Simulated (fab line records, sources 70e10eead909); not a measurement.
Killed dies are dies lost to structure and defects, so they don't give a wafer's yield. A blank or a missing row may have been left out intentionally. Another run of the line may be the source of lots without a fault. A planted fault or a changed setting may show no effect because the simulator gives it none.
Chamber matching -- flow nandHarc -- rieDiel-03 running NHARC_A_CHANNEL_HOLE_D1_DESCUM_15: 4 sister chambers
The step chemistry O2, time 3 s. 30 wafers are shown with their chamber, then 12 later ones without.

## WAFERS WITH THEIR CHAMBER
wafer,chamber,drypumpMotorCurrentA (A),showerheadPlenumPTorr (Torr),oesProductAu (a.u.)
L074.1,3,5.5,1.98,0.997
L074.4,0,5.7,1.98,1.021
L074.6,0,5.7,1.98,1.017
L076.1,1,5.9,1.87,0.994
L076.2,3,5.4,1.98,1.004
L076.3,2,6.6,1.92,0.999
L078.2,3,5.4,1.98,1.012
L078.5,0,5.7,1.98,1.016
L078.6,3,5.4,1.98,1.006
L081.2,2,6.6,1.92,1.005
L081.3,0,5.7,1.98,1.009
L081.6,1,5.9,1.87,1.002
L082.1,1,5.9,1.87,0.998
L082.2,3,5.5,1.98,1.005
L082.6,1,5.9,1.87,0.999
L086.3,0,5.7,1.98,1.026
L086.4,2,6.6,1.92,1.008
L086.6,2,6.6,1.92,1.000
L087.1,2,6.6,1.92,1.016
L087.3,3,5.4,1.98,0.994
L087.4,0,5.7,1.97,1.022
L089.1,2,6.7,1.92,1.008
L089.3,3,5.4,1.98,0.982
L089.4,0,5.7,1.97,1.013
L090.1,3,5.5,1.98,0.980
L090.3,0,5.7,1.97,1.014
L090.4,2,6.6,1.92,1.013
L091.3,0,5.7,1.97,1.020
L091.5,1,5.9,1.86,1.004
L091.6,2,6.6,1.92,1.015

SIGNATURES (averages over the wafers above)
reading,chamber 0,chamber 1,chamber 2,chamber 3,scatter within a chamber
drypumpMotorCurrentA,5.700,5.900,6.612,5.438,0.0325
showerheadPlenumPTorr,1.9756,1.8680,1.9200,1.9800,0.00341
oesProductAu,1.01756,0.99940,1.00800,0.99750,0.00762
Rule: a wafer's distance from a chamber is the root of the sum, over the readings, of the square of ((its reading less the chamber's mean) divided by the reading's scatter). If the next closest chamber is less than 2 further off than the closest, the wafer can't be placed; otherwise it belongs to the closest. How the scatter is found: for the shown wafers, subtract from each reading the mean of its chamber, square and add these, divide the total by (wafers less chambers), then take the root.

## WAFERS WHOSE CHAMBER IS MISSING
wafer,drypumpMotorCurrentA (A),showerheadPlenumPTorr (Torr),oesProductAu (a.u.)
L094.1,5.4,1.98,0.982
L094.2,5.9,1.86,1.020
L094.5,6.6,1.92,1.001
L095.1,6.6,1.92,1.010
L095.4,5.7,1.97,1.024
L095.5,6.0,1.86,1.022
L096.2,5.7,1.97,1.020
L096.3,5.9,1.86,1.016
L096.4,6.6,1.92,1.004
L097.1,5.5,1.98,0.980
L097.3,6.6,1.92,0.990
L097.6,6.6,1.92,0.994

## THE CHAMBER EACH PASSED THROUGH
wafer,from the rows above,in truth
L094.1,3,3
L094.2,1,1
L094.5,2,2
L095.1,2,2
L095.4,0,0
L095.5,1,1
L096.2,0,0
L096.3,1,1
L096.4,2,2
L097.1,3,3
L097.3,2,2
L097.6,2,2
Correct placement for 12 of the 12. Left unplaced by these rows: 0. Number placed wrongly: 0.
